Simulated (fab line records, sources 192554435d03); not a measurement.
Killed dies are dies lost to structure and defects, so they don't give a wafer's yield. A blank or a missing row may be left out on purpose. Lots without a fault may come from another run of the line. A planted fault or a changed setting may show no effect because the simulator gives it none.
Chamber matching | flow n5_finfet | N5_BEOL_M12_VIA_ETCH_16 on rie_diel-03: 4 sister chambers
The step etches SiOC in C4F8/O2/Ar, target depth 724.8 nm. 7 wafers are shown with their chamber, then 8 later ones without.

WAFERS WITH THEIR CHAMBER
wafer  | chamber | showerhead_plenum_p_Torr (Torr) | throttle_valve_pct (%)
L082.3 | 1       | 3.65                            | 24.24
L084.3 | 0       | 3.47                            | 24.50
L084.6 | 2       | 3.30                            | 23.70
L085.1 | 2       | 3.30                            | 23.69
L085.2 | 0       | 3.47                            | 24.51
L085.5 | 3       | 3.62                            | 24.12
L090.1 | 3       | 3.61                            | 24.13

WAFERS WITHOUT THEIR CHAMBER
wafer  | showerhead_plenum_p_Torr (Torr) | throttle_valve_pct (%)
L090.2 | 3.29                            | 23.70
L090.3 | 3.46                            | 24.51
L095.2 | 3.61                            | 24.14
L095.3 | 3.46                            | 24.51
L095.5 | 3.61                            | 24.14
L094.1 | 3.63                            | 24.28
L094.2 | 3.61                            | 24.14
L094.5 | 3.61                            | 24.13

WHICH CHAMBER EACH WENT THROUGH
wafer  | from the rows above | in truth
L090.2 | 2                   | 2
L090.3 | 0                   | 0
L095.2 | 3                   | 3
L095.3 | 0                   | 0
L095.5 | 3                   | 3
L094.1 | 1                   | 1
L094.2 | 3                   | 3
L094.5 | 3                   | 3
Placed correctly: 8 of 8. Can't be placed from these rows: 0. Placed wrongly: 0.
How it was worked out, from the rows above alone: a wafer's distance from a chamber is the root of the sum, over the readings, of the square of ((its reading less the chamber's mean) divided by the reading's scatter). The wafer belongs to the nearest chamber; if the next one is less than 2 further off, it can't be placed. A chamber's mean is the mean of its shown wafers. The scatter: the root of (the sum of the squares of (reading less its chamber's mean) over the shown wafers, divided by (wafers less chambers)).
